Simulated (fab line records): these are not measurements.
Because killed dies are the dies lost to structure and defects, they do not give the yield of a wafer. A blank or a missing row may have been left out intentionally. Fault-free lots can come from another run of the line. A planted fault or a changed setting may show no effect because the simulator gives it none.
fab line records + flow n5-finfet
record:
- lots: 3
- wafers: 9
- last-day: 18
route steps=1938 shown BEOL_M4@1100 BEOL_M5@1112 PASSIVATION@1936
lots with no fault: from the same line, run without faults
start-h: start of the lot's first displayed wafer, in hours after the record's first day + wait-h: hours elapsed since this lot's preceding step + " unchanged from the row above + L1.1+2: a row that stands for several wafers + - either no value or no given start + * or withheld: withheld + < > ~ a bound
route shown NAME@n: a module of which the file shows steps, and the number in the route of the first + usual: the fault-free wafers' mean and standard deviation + same: alike in all rows + chamber/n: place in a boat + sites: the reading at each site + _std_site: their standard deviation + _edge_site: the outer-site mean with the inner-site mean subtracted + radius-mm: how far each site lies from the wafer's centre + mask NAME#n: copy n + behind: the most recent tool/chamber to have shaped the wafer + hold: why the lot went on hold/how many hours it stayed there/how the hold came to an end + device: transistor that didn't switch, given as n, p or np + end of line: tests run on the same wafers once the route is complete + a step with no rows: only its recipe + killed: at the first sort, the dies lost to defects and structure; wafer yield is something else + map: the dies of a wafer, with x for killed, . for not killed, _ for no die there
set.NAME: the run value of the setting; set.NAME@STEP: its run value at that earlier step + model.NAME: the simulator's own value behind a step, which no gauge read
a table for each step, a row for each wafer; lots at some steps of the route
services: a tool's chamber out of use, with start hour (start-h, from the record's first day; less than 0 if before it), hours out, and reason
== steps ==
step: N5_BEOL_M4_SPUTTER_96
recipe:
- material: Cu
- target-thk-a: 45
- temp-c: -20
- chamber-pressure-pa: 0.07
- power-w: withheld
- time-s: 8.29
step: N5_BEOL_M4_ECD_50
recipe:
- material: Cu
- target-thk-a: 3000
step: N5_BEOL_M4_ANNEAL_51
recipe:
- temp-c: 225
- time-s: 90
- ambient: N2
step: N5_BEOL_M4_CMP_52
recipe:
- stop-on: SiOC
- t-overpolish-s: 6.8
- down-force-psi: 1
- platen-rpm: 50
- clearing-platen-down-force-psi: 1.5
- clearing-platen-rpm: 50
- post-cmp-clean: cu-alkaline
- target-thk-nm: 40
- clearing-platen-pad-velocity-m-s: 0.99484
- pad-velocity-m-s: 0.99484
step: N5_BEOL_M4_PRE_CLEAN_60
recipe:
- gas: NH3/H2
- time-s: 15
- temp-c: *
- rf-power-w: 300
step: N5_BEOL_M4_CO_CAP_55
recipe:
- material: Co
- target-thk-a: 20
- temp-c: 200
- precursor: CCTBA/H2
- pressure-torr: 30
- time-s: 102.1
step: N5_BEOL_M4_PRE_CLEAN_56
recipe:
- gas: NH3
- time-s: 15
- temp-c: withheld
- rf-power-w: 300
step: N5_BEOL_M4_DEP_57
recipe:
- material: SiCN
- target-thk-a: 80
- temp-c: withheld
- precursor: 3MS/NH3
- pressure-torr: 3
- rf-w: 202
- time-s: 14
step: N5_BEOL_M5_ILD_DEP_00
recipe:
- material: SiCOH_lowk
- target-thk-a: 1406.4
- temp-c: 300
- precursor: DEMS/porogen
- pressure-torr: 5
- rf-w: 500
- time-s: 25.9
usual:
- chamber-pressure-Torr: 5.000/0.01
- heater-power-outer-w: 157/46
- heater-power-w: 325/68
- showerhead-plenum-p-Torr: 5.740/0.02
- susceptor-temp-C: 300.01/0.18
- throttle-valve-pct: 13.6/0.65
| lot.wafer | tool     | chamber | start-h | wait-h | chamber-pressure-Torr | heater-power-outer-w | heater-power-w | showerhead-plenum-p-Torr | susceptor-temp-C | throttle-valve-pct | model.SiCOH_lowk_of_BEOL_M5_ILD_DEP_00.thk-nm |
|-----------|----------|---------|---------|--------|-----------------------|----------------------|----------------|--------------------------|------------------|--------------------|-----------------------------------------------|
| L108.1    | pecvd-02 | 1       | 237.69  | 0.8    | 5.000                 | 134                  | 310            | 5.737                    | 300.42           | 14.0               | 140.2                                         |
| L108.4    | "        | 0       | "       | "      | 5.008                 | 181                  | 396            | 5.702                    | 299.82           | 12.7               | 140.4                                         |
| L108.6    | "        | 0       | "       | "      | 5.005                 | 186                  | 392            | 5.717                    | 299.87           | 13.0               | 139.6                                         |
| L123.1    | pecvd-02 | 1       | 316.87  | 0.8    | 5.003                 | 140                  | 328            | 5.751                    | 306.20           | 14.0               | 135                                           |
| L123.2    | "        | 2       | "       | "      | 5.002                 | 211                  | 397            | 5.706                    | 300.13           | 14.2               | 138.2                                         |
| L123.4    | "        | 1       | "       | "      | 5.006                 | 140                  | 328            | 5.749                    | 305.91           | 14.1               | 138.6                                         |
| L122.2    | pecvd-01 | 1       | 323.01  | 0.7    | 4.995                 | 113                  | 252            | 5.771                    | 299.98           | 13.8               | 139.4                                         |
| L122.4    | "        | 0       | "       | "      | 5.003                 | 180                  | 374            | 5.757                    | 299.99           | 13.1               | 141.6                                         |
| L122.6    | "        | 2       | "       | "      | 5.002                 | 224                  | 423            | 5.733                    | 300.24           | 13.4               | 141.8                                         |
step: N5_BEOL_M5_CURE_79
recipe:
- temp-c: 385
- time-s: 240
- ambient: He/Ar
- material: SiCOH_lowk
step: N5_BEOL_M5_PECVD_70
recipe:
- material: SiO2
- target-thk-a: 160
- temp-c: 400
- precursor: TEOS/O2
- pressure-torr: 5.5
- rf-w: 450
- teos-flow-sccm: 53.8
- gas: O2
- flow-sccm: 3000
- time-s: 18
step: N5_BEOL_M5_HM_DEP_02
recipe:
- material: TiN
- target-thk-a: 200
- temp-c: 25
- chamber-pressure-pa: 0.49996
step: N5_BEOL_M5_COAT_59
recipe:
- resist: SOC
- temp-c: 250
- time-s: 60
- spin-rpm: 1500
- resist-thk-nm: 60
step: N5_BEOL_M5_COAT_60
recipe:
- resist: SiARC
- temp-c: 220
- time-s: 60
- spin-rpm: 1500
- resist-thk-nm: 12
step: N5_BEOL_M5_COAT_71
recipe:
- resist: underlayer
- temp-c: 205
- time-s: 60
- spin-rpm: 1500
- resist-thk-nm: 5
step: N5_BEOL_M5_COAT_05
recipe:
- resist: CAR-EUV
- spin-rpm: 1500
- resist-thk-nm: 30
step: N5_BEOL_M5_EBR_07
recipe:
- solvent: PGMEA
- ebr-width-mm: 1.5
step: N5_BEOL_M5_SOFTBAKE_06
recipe:
- temp-c: 110
- time-s: 60
- resist: CAR-EUV
step: N5_BEOL_M5_EXPOSE_08
recipe:
- mask-id: M5
- na: 0.33
- source-shape: annular
- sigma-inner: 0.4
- sigma-outer: 0.8
- polarization: unpolarized
- target-cd-nm: 28
- dose-mj: 35.75
step: N5_BEOL_M5_PEB_09
recipe:
- peb-temp-c: 100
- peb-time-s: 60
- resist: CAR-EUV
step: N5_BEOL_M5_DEVELOP_10
recipe:
- develop-time-s: 30
- developer: TMAH
- resist: CAR-EUV
- rinse-liquid: surfactant-rinse
- dry: air-spin
- dev-temp-c: 23
step: N5_BEOL_M5_DESCUM_16
recipe:
- chemistry: O2
- time-s: 7
- source-power-w: 50
- bias-power-w: 20
- pressure-mtorr: 20
- rf-frequency-hz: 2.712e+07
- temp-c: 40
- resist: CAR-EUV
- o2-flow-sccm: 225
step: N5_BEOL_M5_ETCH_72
recipe:
- chemistry: N2/H2
- target: underlayer
- target-depth-a: 65
- mask-material: CAR-EUV
- time-s: 5.2
- ion-energy-ev: 200
- pressure-mtorr: 30
- source-w: 840
- bias-w: 150
- n2-flow-sccm: 200
- h2-flow-sccm: 200
- ends: cleared
step: N5_BEOL_M5_ETCH_61
recipe:
- chemistry: CF4
- target: SiARC
- target-depth-a: 156
- mask-material: CAR-EUV
- time-s: 26
- ion-energy-ev: 80
- pressure-mtorr: 40
- source-w: 545
- bias-w: 36
- Ar_flow_sccm: 100
- cf4-flow-sccm: 100
- ends: cleared
step: N5_BEOL_M5_ETCH_62
recipe:
- chemistry: N2/H2
- target: SOC
- target-depth-a: 750
- overetch-a: 150
- mask-material: SiARC
- temp-c: 40
- time-s: 112.5
- ion-energy-ev: 200
- pressure-mtorr: 30
- source-w: 840
- bias-w: 150
- n2-flow-sccm: 200
- h2-flow-sccm: 200
step: N5_BEOL_M5_STRIP_63
recipe:
- chemistry: N2/H2
- temp-c: 40
- n2-flow-sccm: 200
- h2-flow-sccm: 200
- rf-frequency-hz: 6e+07
step: N5_BEOL_M5_STRIP_73
recipe:
- chemistry: N2/H2
- temp-c: 40
- n2-flow-sccm: 200
- h2-flow-sccm: 200
- rf-frequency-hz: 6e+07
step: N5_BEOL_M5_STRIP_64
recipe:
- chemistry: CF4
- resist: SiARC
- power-w: 300
- bias-power-w: 75
- pressure-mtorr: 50
- cf4-flow-sccm: 150
- rf-frequency-hz: 6e+07
step: N5_BEOL_M5_HM_OPEN_17
recipe:
- chemistry: Cl2/BCl3
- target-depth-a: 200
- overetch-a: 60
- target: TiN
- mask-material: SOC
- ion-energy-ev: 150
- pressure-mtorr: 10
- icp-w: 1000
- bias-w: 126
- Cl2_flow_sccm: 53.25
- bcl3-flow-sccm: 21.75
- Ar_flow_sccm: 25
step: N5_BEOL_M5_STRIP_19
recipe:
- chemistry: O2
- power-w: 400
- temp-c: 40
- pressure-mtorr: 30
- rf-frequency-hz: 6e+07
- bias-power-w: 0
- overash-fraction: 0.2
- o2-flow-sccm: 225
step: N5_BEOL_M5_COAT_65
recipe:
- resist: SOC
- temp-c: 250
- time-s: 60
- spin-rpm: 1500
- resist-thk-nm: 60
step: N5_BEOL_M5_COAT_66
recipe:
- resist: SiARC
- temp-c: 220
- time-s: 60
- spin-rpm: 1500
- resist-thk-nm: 12
step: N5_BEOL_M5_COAT_74
recipe:
- resist: underlayer
- temp-c: 205
- time-s: 60
- spin-rpm: 1500
- resist-thk-nm: 5
step: N5_BEOL_M5_CMP_52
recipe:
- stop-on: SiCOH_lowk
- t-overpolish-s: 6.9
- down-force-psi: 1
- platen-rpm: 50
- clearing-platen-down-force-psi: 1.5
- clearing-platen-rpm: 50
- post-cmp-clean: cu-alkaline
- target-thk-nm: 62
- clearing-platen-pad-velocity-m-s: 0.99484
- pad-velocity-m-s: 0.99484
usual:
- barrier-field-endpoint-s: 24.4/0.58
- motor-current-A: 5.9/0.64
- overpolish-run-s: 6.900/0.0086
- slurry-filter-dp-kPa: 13.50/0.14
- slurry-flow-ml-min: 150.0/0.46
- time-to-endpoint-s: 61/3.5
| lot.wafer | tool   | chamber | start-h | wait-h | barrier-field-endpoint-s | motor-current-A | overpolish-run-s | slurry-filter-dp-kPa | slurry-flow-ml-min | time-to-endpoint-s | model.SiCOH_lowk_of_BEOL_M5_ILD_DEP_00.thk-nm |
|-----------|--------|---------|---------|--------|--------------------------|-----------------|------------------|----------------------|--------------------|--------------------|-----------------------------------------------|
| L108.1    | cmp-01 | 1       | 250.39  | 0.3    | 24.5                     | 5.0             | 6.897            | 13.56                | 149.6              | 62                 | 117.6                                         |
| L108.4    | "      | 2       | "       | "      | 25.0                     | 5.9             | 6.904            | 13.16                | 150.0              | 60                 | 117.8                                         |
| L108.6    | "      | 0       | "       | "      | 23.3                     | 5.3             | 6.905            | 13.37                | 149.7              | 55                 | 117                                           |
| L123.4    | cmp-03 | 2       | 328.22  | 0.1    | 24.4                     | 5.3             | 6.903            | 13.50                | 150.2              | 64                 | 116.2                                         |
| L123.1    | "      | 3       | "       | "      | 24.1                     | 5.6             | 6.900            | 13.58                | 149.4              | 66                 | 113                                           |
| L123.2    | "      | 0       | "       | "      | 24.3                     | 5.5             | 6.878            | 13.16                | 150.5              | 63                 | 116                                           |
| L122.4    | cmp-01 | 2       | 332.95  | 0.1    | 24.7                     | 6.1             | 6.902            | 13.55                | 150.3              | 62                 | 118.8                                         |
| L122.2    | "      | 3       | "       | "      | 25.2                     | 7.2             | 6.902            | 13.42                | 149.4              | 64                 | 117                                           |
| L122.6    | "      | 3       | "       | "      | 25.5                     | 7.3             | 6.894            | 13.71                | 149.2              | 61                 | 119                                           |
step: N5_PASSIVATION_PROBE_49
usual:
- defect-limited-yield: 91.2/1.4
- killed_at_M0_to_M3: 34/9.4
- killed_at_M4_up: 14/5.6
- killed-at-contacts: 13/7.8
- killed-at-front-end: 37/10
- killed-at-other: 4/3.3
- killed-dies: 103/17
- killed-open: 68/13
- killed-short: 33/8.2
- sort_bin_5_function: 5.1/0.92
- sort_bin_6_memory: 3.3/0.71
- sort-n-pass: 1077/17
- sort-yield-pct: 91.2/1.4
same:
- gross-dies: 1180
- killed-at-back-side: 0
- sort_bin_4_leakage[%]: 0
- sort_bin_8_speed[%]: 0
| lot.wafer | tool      | chamber | start-h | wait-h | defect-limited-yield[%] | killed_at_M0_to_M3 | killed_at_M4_up | killed-at-contacts | killed-at-front-end | killed-at-other | killed-dies | killed-open | killed-short | sort_bin_5_function[%] | sort_bin_6_memory[%] | sort-n-pass | sort-yield-pct[%] |
|-----------|-----------|---------|---------|--------|-------------------------|--------------------|-----------------|--------------------|---------------------|-----------------|-------------|-------------|--------------|------------------------|----------------------|-------------|-------------------|
| L123.4    | prober-01 | -       | 435.11  | 0.2    | 89.4                    | 38                 | 24              | 26                 | 24                  | 13              | 125         | 87          | 38           | 7.0                    | 3.2                  | 1055        | 89.4              |
killed by level:class
L123.4 MOL_CONTACT_COAG:geometric-particle:open=24 BEOL_M4:geometric-particle:open=13 BEOL_M2:geometric-particle:open=9 BEOL_M0_SAQP:geometric-particle:open=7 BEOL_M0_SAQP:geometric-particle:short=6 BEOL_M1:geometric-particle:open=6 BEOL_M3:geometric-particle:short=5 FIN_SAQP:geometric-particle:open=4
== services ==
| tool     | chamber | start-h | hours | kind                           |
|----------|---------|---------|-------|--------------------------------|
| pecvd-01 | 2       | 217.49  | 2.1   | scheduled-down                 |
| cmp-03   | -       | 241.72  | 4.0   | pm                             |
| cmp-03   | -       | 245.72  | -     | consumable-replace:conditioner |
| cmp-03   | -       | 245.72  | -     | consumable-replace:pad         |
| cmp-03   | -       | 248.25  | 0.3   | repair                         |
| cmp-01   | -       | 268.06  | 1.7   | repair                         |
| cmp-01   | -       | 271.17  | 4.0   | pm                             |
| cmp-03   | -       | 290.81  | 6.8   | pm                             |
| cmp-03   | -       | 320.15  | 1.3   | repair                         |
| cmp-01   | -       | 322.99  | 7.6   | pm                             |
| pecvd-02 | 1       | 324.87  | 29.1  | repair                         |
| pecvd-01 | 1       | 331.69  | -     | calibration                    |
== key ==
first-sign:
- step: N5_BEOL_M5_ILD_DEP_00
- reading: susceptor-temp-C
- direction: up
- sigmas: 34
- usual: *
- struck: *
effect none on later readings
model-effect:
- step: N5_BEOL_M5_ILD_DEP_00
- value: SiCOH_lowk_of_BEOL_M5_ILD_DEP_00.thk-nm
- without: 141.7
- struck: 136.8
model-effect:
- step: N5_BEOL_M5_CMP_52
- value: SiCOH_lowk_of_BEOL_M5_ILD_DEP_00.thk-nm
- without: 119
- struck: 114.6
met-at N5_BEOL_M5_ILD_DEP_00
struck-wafers L123.1,L123.4
onset-between 237.69 316.87
fault:
- kind: process-parameter-drift
- tool: pecvd-02
- chamber: 1
- onset-h: 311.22
- steps: N5_BEOL_M5_ILD_DEP_00
- channel: temp-c
- offset: *
- shape: step
- end-h: 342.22
- acts-in: *
- stated: *
